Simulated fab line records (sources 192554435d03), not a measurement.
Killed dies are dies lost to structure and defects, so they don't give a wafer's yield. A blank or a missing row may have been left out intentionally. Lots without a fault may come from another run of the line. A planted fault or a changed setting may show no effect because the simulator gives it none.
Chamber matching :: flow n5_finfet :: N5_ZERO_LAYER_DESCUM_16 on rie_diel-05 has 4 sister chambers
The step chemistry O2, time 7.9 s. 20 wafers are shown with their chamber, then 10 later ones without.

== WAFERS, EACH WITH ITS CHAMBER ==
wafer: L074.3
chamber: 0
drypump_motor_current_A (A): 5.0
throttle_valve_pct (%): 20.28
oes_product_au (a.u.): 0.75

wafer: L074.4
chamber: 2
drypump_motor_current_A (A): 5.7
throttle_valve_pct (%): 20.37
oes_product_au (a.u.): 0.69

wafer: L074.5
chamber: 2
drypump_motor_current_A (A): 5.7
throttle_valve_pct (%): 20.39
oes_product_au (a.u.): 0.69

wafer: L078.1
chamber: 2
drypump_motor_current_A (A): 5.7
throttle_valve_pct (%): 20.39
oes_product_au (a.u.): 0.68

wafer: L078.5
chamber: 0
drypump_motor_current_A (A): 5.0
throttle_valve_pct (%): 20.29
oes_product_au (a.u.): 0.73

wafer: L078.6
chamber: 3
drypump_motor_current_A (A): 5.8
throttle_valve_pct (%): 20.01
oes_product_au (a.u.): 0.72

wafer: L080.2
chamber: 3
drypump_motor_current_A (A): 5.8
throttle_valve_pct (%): 20.03
oes_product_au (a.u.): 0.71

wafer: L080.4
chamber: 2
drypump_motor_current_A (A): 5.6
throttle_valve_pct (%): 20.39
oes_product_au (a.u.): 0.68

wafer: L080.6
chamber: 1
drypump_motor_current_A (A): 5.6
throttle_valve_pct (%): 20.18
oes_product_au (a.u.): 1.00

wafer: L081.2
chamber: 2
drypump_motor_current_A (A): 5.7
throttle_valve_pct (%): 20.43
oes_product_au (a.u.): 0.68

wafer: L081.3
chamber: 1
drypump_motor_current_A (A): 5.6
throttle_valve_pct (%): 20.18
oes_product_au (a.u.): 0.99

wafer: L081.4
chamber: 2
drypump_motor_current_A (A): 5.7
throttle_valve_pct (%): 20.40
oes_product_au (a.u.): 0.69

wafer: L083.1
chamber: 1
drypump_motor_current_A (A): 5.6
throttle_valve_pct (%): 20.17
oes_product_au (a.u.): 0.95

wafer: L083.4
chamber: 3
drypump_motor_current_A (A): 5.8
throttle_valve_pct (%): 20.02
oes_product_au (a.u.): 0.71

wafer: L083.5
chamber: 2
drypump_motor_current_A (A): 5.7
throttle_valve_pct (%): 20.41
oes_product_au (a.u.): 0.68

wafer: L084.1
chamber: 3
drypump_motor_current_A (A): 5.8
throttle_valve_pct (%): 20.03
oes_product_au (a.u.): 0.71

wafer: L084.3
chamber: 2
drypump_motor_current_A (A): 5.7
throttle_valve_pct (%): 20.41
oes_product_au (a.u.): 0.66

wafer: L084.6
chamber: 0
drypump_motor_current_A (A): 5.0
throttle_valve_pct (%): 20.31
oes_product_au (a.u.): 0.73

wafer: L092.2
chamber: 0
drypump_motor_current_A (A): 5.0
throttle_valve_pct (%): 20.31
oes_product_au (a.u.): 0.72

wafer: L092.4
chamber: 1
drypump_motor_current_A (A): 5.6
throttle_valve_pct (%): 20.22
oes_product_au (a.u.): 0.91

SIGNATURES (means of the wafers above)
reading: drypump_motor_current_A
chamber 0: 5.000
chamber 1: 5.600
chamber 2: 5.688
chamber 3: 5.800
scatter within a chamber: 0.0234

reading: throttle_valve_pct
chamber 0: 20.2975
chamber 1: 20.1875
chamber 2: 20.3987
chamber 3: 20.0225
scatter within a chamber: 0.0172

reading: oes_product_au
chamber 0: 0.7325
chamber 1: 0.9625
chamber 2: 0.6813
chamber 3: 0.7125
scatter within a chamber: 0.0199
Rule: for each reading, subtract the chamber's mean from the wafer's reading, divide by that reading's scatter and square the result; add these up over the readings and take the root, which gives the wafer's distance from the chamber. The wafer belongs to the nearest chamber; if the next one is less than 2 further off, it can't be placed. The scatter is the square root of a quotient: the sum, over the shown wafers, of each reading's squared deviation from its chamber's mean, divided by wafers minus chambers.

== WAFERS WITHOUT THEIR CHAMBER ==
wafer: L092.5
drypump_motor_current_A (A): 5.7
throttle_valve_pct (%): 20.06
oes_product_au (a.u.): 0.71

wafer: L094.2
drypump_motor_current_A (A): 5.6
throttle_valve_pct (%): 19.99
oes_product_au (a.u.): 0.96

wafer: L094.4
drypump_motor_current_A (A): 5.6
throttle_valve_pct (%): 20.23
oes_product_au (a.u.): 0.90

wafer: L094.6
drypump_motor_current_A (A): 5.7
throttle_valve_pct (%): 20.08
oes_product_au (a.u.): 0.71

wafer: L095.1
drypump_motor_current_A (A): 5.8
throttle_valve_pct (%): 20.07
oes_product_au (a.u.): 0.71

wafer: L095.2
drypump_motor_current_A (A): 5.6
throttle_valve_pct (%): 20.00
oes_product_au (a.u.): 0.97

wafer: L095.4
drypump_motor_current_A (A): 5.0
throttle_valve_pct (%): 20.34
oes_product_au (a.u.): 0.73

wafer: L096.1
drypump_motor_current_A (A): 5.8
throttle_valve_pct (%): 20.07
oes_product_au (a.u.): 0.71

wafer: L096.5
drypump_motor_current_A (A): 5.7
throttle_valve_pct (%): 20.00
oes_product_au (a.u.): 0.95

wafer: L096.6
drypump_motor_current_A (A): 5.8
throttle_valve_pct (%): 20.06
oes_product_au (a.u.): 0.70

== WHICH CHAMBER EACH ONE RAN IN ==
wafer: L092.5
from the rows above: 3
in truth: 3

wafer: L094.2
from the rows above: 1
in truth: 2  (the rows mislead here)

wafer: L094.4
from the rows above: 1
in truth: 1

wafer: L094.6
from the rows above: 3
in truth: 3

wafer: L095.1
from the rows above: 3
in truth: 3

wafer: L095.2
from the rows above: 1
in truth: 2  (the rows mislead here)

wafer: L095.4
from the rows above: 0
in truth: 0

wafer: L096.1
from the rows above: 3
in truth: 3

wafer: L096.5
from the rows above: can't be placed: 1 or 3
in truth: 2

wafer: L096.6
from the rows above: 3
in truth: 3
7 of 10 placed correctly. Cannot be placed on the basis of these rows: 1; the candidates contain the true chamber in 0. 2 placed wrongly.
